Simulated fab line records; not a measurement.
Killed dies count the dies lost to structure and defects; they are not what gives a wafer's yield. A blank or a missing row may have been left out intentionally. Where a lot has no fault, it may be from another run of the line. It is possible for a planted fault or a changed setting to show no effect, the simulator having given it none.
The tool behind it: which one? || flow nandHarc || 6 lots, 18 wafers sampled, at 2 steps of a route of 1302

WHAT THE GAUGES READ, wafer by wafer
NHARC_P_ZERO_WELL_CD_MEAS_24: the cd target is 720 nm.
{"lot": "L580", "measured": "day 2 08:35", "on": "cdSem-03", "cdNm (nm)": "718.7 717.6 718.3"}
{"lot": "L587", "measured": "day 5 06:29", "on": "cdSem-03", "cdNm (nm)": "688.9 685.0 685.8"}
{"lot": "L590", "measured": "day 6 12:46", "on": "cdSem-01", "cdNm (nm)": "720.9 723.8 721.9"}
{"lot": "L598", "measured": "day 9 20:38", "on": "cdSem-01", "cdNm (nm)": "719.0 717.9 717.4"}
{"lot": "L600", "measured": "day 10 16:31", "on": "cdSem-01", "cdNm (nm)": "718.7 719.5 718.2"}
{"lot": "L602", "measured": "day 11 12:27", "on": "cdSem-03", "cdNm (nm)": "720.5 721.5 721.1"}

TOOL THAT RAN EACH LOT (tool first, then ch and the chambers of the sampled wafers, then the start)
{"lot": "L580", "NHARC_P_ZERO_WELL_EXPOSE_21": "krfScanner-03 ch 0, day 2 08:26"}
{"lot": "L587", "NHARC_P_ZERO_WELL_EXPOSE_21": "krfScanner-02 ch 0, day 5 06:20"}
{"lot": "L590", "NHARC_P_ZERO_WELL_EXPOSE_21": "krfScanner-02 ch 0, day 6 12:37"}
{"lot": "L598", "NHARC_P_ZERO_WELL_EXPOSE_21": "krfScanner-04 ch 0, day 9 20:29"}
{"lot": "L600", "NHARC_P_ZERO_WELL_EXPOSE_21": "krfScanner-02 ch 0, day 10 16:22"}
{"lot": "L602", "NHARC_P_ZERO_WELL_EXPOSE_21": "krfScanner-03 ch 0, day 11 12:18"}
- NHARC_P_ZERO_WELL_EXPOSE_21: exposes mask P NWELL, target cd 720 nm.

THE ANSWER, worked out from the rows above alone
Rule: the lots themselves supply what counts as usual. Put in order of their means at a reading, lots are off if they are a third of the lots or fewer, leave a main group of 4 or more, and stand apart from it by a gap of 3 or more times the standard deviation of the main group's means; of several such gaps the widest counts. The tables above print the reading to a certain number of digits; a main group whose means all agree to those digits is not used. A lot without any number at a reading at which 4 lots or more have one is off too. Where the step has rows for the other lots, those lots are counted as sound.
Off at NHARC_P_ZERO_WELL_CD_MEAS_24 (cdNm): L587. The main group: mean 719.7 nm, standard deviation 1.7.
If a tool, at a process step before that reading, ran all the lots that are off and no sound lot after the first of them, it fits. Gauges at NHARC_P_ZERO_WELL_CD_MEAS_24: tried the same way as those tools. Of those tried, none fits.

WHAT THE SIMULATOR PUT IN
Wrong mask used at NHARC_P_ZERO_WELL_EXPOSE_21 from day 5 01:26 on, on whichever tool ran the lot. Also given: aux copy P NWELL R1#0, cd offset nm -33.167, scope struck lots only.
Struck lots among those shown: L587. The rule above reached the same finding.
